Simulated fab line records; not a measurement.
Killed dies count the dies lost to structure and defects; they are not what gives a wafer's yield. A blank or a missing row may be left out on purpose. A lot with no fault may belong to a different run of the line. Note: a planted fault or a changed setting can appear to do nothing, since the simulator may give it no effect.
A struck lot beside a sound one ; flow n5 finfet ; 15 out of 1938 route steps
Sound: the wafers L935.2, L935.3, L935.5. Struck: wafer L948.5 (L948.4, L948.6, from the same lot, were not struck and are left out); the cause is given at the end.
Per side, at each step with rows, come the tool, then ch with its chambers, and then its first start. Under that, the readings that differ: sound wafers ; struck wafers ; difference of the means ; sigmas: that difference in standard deviations of wafers without a fault.
alike: a reading whose means differ by less than 2 such deviations, as well as words and numbers matching on both sides. not compared: withheld readings; readings where some wafer has no value; bounds like >300 that might hide an equal value; numbers whose values overlap and for which the record gives no deviation.
Wherever a step has rows on one side only, a row that says differs or no value, or a row with sigmas, the two part there. Non-overlapping numbers with no deviation appear without sigmas and do not part them. A reading that every wafer of one side lacks parts them only if that side has two wafers or more.

first, 2 steps without rows for these wafers: N5_BEOL_M10_PEB_26 (peb time 60 s); N5_BEOL_M10_DEVELOP_27 (develop time 30 s).
N5_BEOL_M10_CD_MEAS_28: the cd target is 70 nm.
  sound on cd sem-02 ch 0, day 12 01:05; struck on cd sem-02 ch 0, day 15 04:14
  alike: cd nm
N5_BEOL_M10_OVL_MEAS_29:
  sound on overlay-01 ch 0, day 12 01:07; struck on overlay-01 ch 0, day 15 04:16
  alike: V9_OVL
N5_BEOL_M10_INSPECT_30: inspects for defects (brightfield).
  sound on defect inspect-02 at day 12 01:08; struck on defect inspect-01 at day 15 04:17
  alike: raw defect count
N5_BEOL_M10_DESCUM_33: chemistry O2, time 7.9 s.
  sound on rie diel-01 ch 0,2, day 12 01:10; struck on rie diel-02 ch 1, day 15 04:35
reading;sound;struck;difference;sigmas
showerhead plenum p Torr (Torr);2.19 2.24 2.19;1.98;-0.23;-3
  alike: drypump motor current A, oes product au, rf vpp V, temp c, throttle valve pct
  not compared: rf hours counter h
N5_BEOL_M10_ETCH_65: etches SiARC in CF4, target depth 39 nm, time 65 s.
  sound on rie diel-01 ch 0,2, day 12 01:13; struck on rie diel-02 ch 1, day 15 04:37
reading;sound;struck;difference;sigmas
cf4 flow sccm (sccm);100.4 100.4 100.2;99.6;-0.7;-2
rf vpp V (V);186.5 186.9 187.3;181.8;-5.1;-4
showerhead plenum p Torr (Torr);2.20 2.28 2.20;2.02;-0.21;-3
  alike: bias w, drypump motor current A, etch rf on time s, mfc ar sccm, oes product au, throttle valve pct
  not compared: rf hours counter h
N5_BEOL_M10_ETCH_66: etches SOC in N2/H2, target depth 120 nm, overetch 24 nm, time 180 s.
  sound on rie diel-01 ch 0,2, day 12 01:16; struck on rie diel-02 ch 1, day 15 04:42
reading;sound;struck;difference;sigmas
showerhead plenum p Torr (Torr);2.63 2.72 2.63;2.44;-0.22;-3
  alike: bias w, drypump motor current A, oes product au, rf vpp V, temp c, throttle valve pct
  not compared: rf hours counter h
then, 1 step without rows for these wafers: N5_BEOL_M10_STRIP_69 (strips in N2/H2).
N5_BEOL_M10_VIA_ETCH_34: etches SiCOH lowk in C4F6/O2, target depth 184.5 nm, time 69.2 s.
  sound on rie diel-01 ch 0,2, day 12 01:23; struck on rie diel-02 ch 1, day 15 04:48
reading;sound;struck;difference;sigmas
showerhead plenum p Torr (Torr);2.91 3.05 2.91;2.69;-0.27;-3
  alike: O2_flow_sccm, bias w, drypump motor current A, mfc ar sccm, oes product au, rf vpp V, throttle valve pct
  not compared: rf hours counter h
then, 1 step without rows for these wafers: N5_BEOL_M10_STRIP_73 (strips in C4F6/O2).
N5_BEOL_M10_STRIP_36: strips in N2/H2.
  sound on rie diel-01 ch 0,2, day 12 01:26; struck on rie diel-02 ch 1, day 15 04:51
reading;sound;struck;difference;sigmas
showerhead plenum p Torr (Torr);2.62 2.71 2.62;2.44;-0.21;-3
  alike: drypump motor current A, oes product au, rf vpp V, temp c, throttle valve pct
  not compared: rf hours counter h
N5_BEOL_M10_TRENCH_ETCH_37: etches SiCOH lowk in C4F6/O2, target depth 148.83 nm, time 48 s.
  sound on rie diel-01 ch 0,2, day 12 01:29; struck on rie diel-02 ch 1, day 15 04:53
reading;sound;struck;difference;sigmas
bias w (W);184.7 184.6 186.0;193.8;+8.7;+14
rf vpp V (V);685 632 682;710;+44;+2
showerhead plenum p Torr (Torr);2.91 3.05 2.91;2.69;-0.27;-3
  alike: O2_flow_sccm, drypump motor current A, mfc ar sccm, oes product au, throttle valve pct
  not compared: rf hours counter h
then, 1 step without rows for these wafers: N5_BEOL_M10_ETCH_41 (etches SiCN in CH3F/O2, target depth 42.6 nm, time 86 s).
N5_PASSIVATION_PROBE_49:
  sound on prober-02 at day 14 14:32; struck on prober-02 at day 17 04:07
  alike: defect limited yield, killed_at_M0_to_M3, killed_at_M4_up, killed at contacts, killed at front end, killed at other, killed dies, killed open, killed short, sort_bin_5_function, sort_bin_6_memory, sort_bin_8_speed, sort n pass, sort yield pct

== WHERE THEY PART ==
Earliest at N5_BEOL_M10_DESCUM_33; latest, in this record, at N5_BEOL_M10_TRENCH_ETCH_37. Later steps at which nothing parts them and some readings are alike: N5_PASSIVATION_PROBE_49.

WHY: what had been put in by the simulator
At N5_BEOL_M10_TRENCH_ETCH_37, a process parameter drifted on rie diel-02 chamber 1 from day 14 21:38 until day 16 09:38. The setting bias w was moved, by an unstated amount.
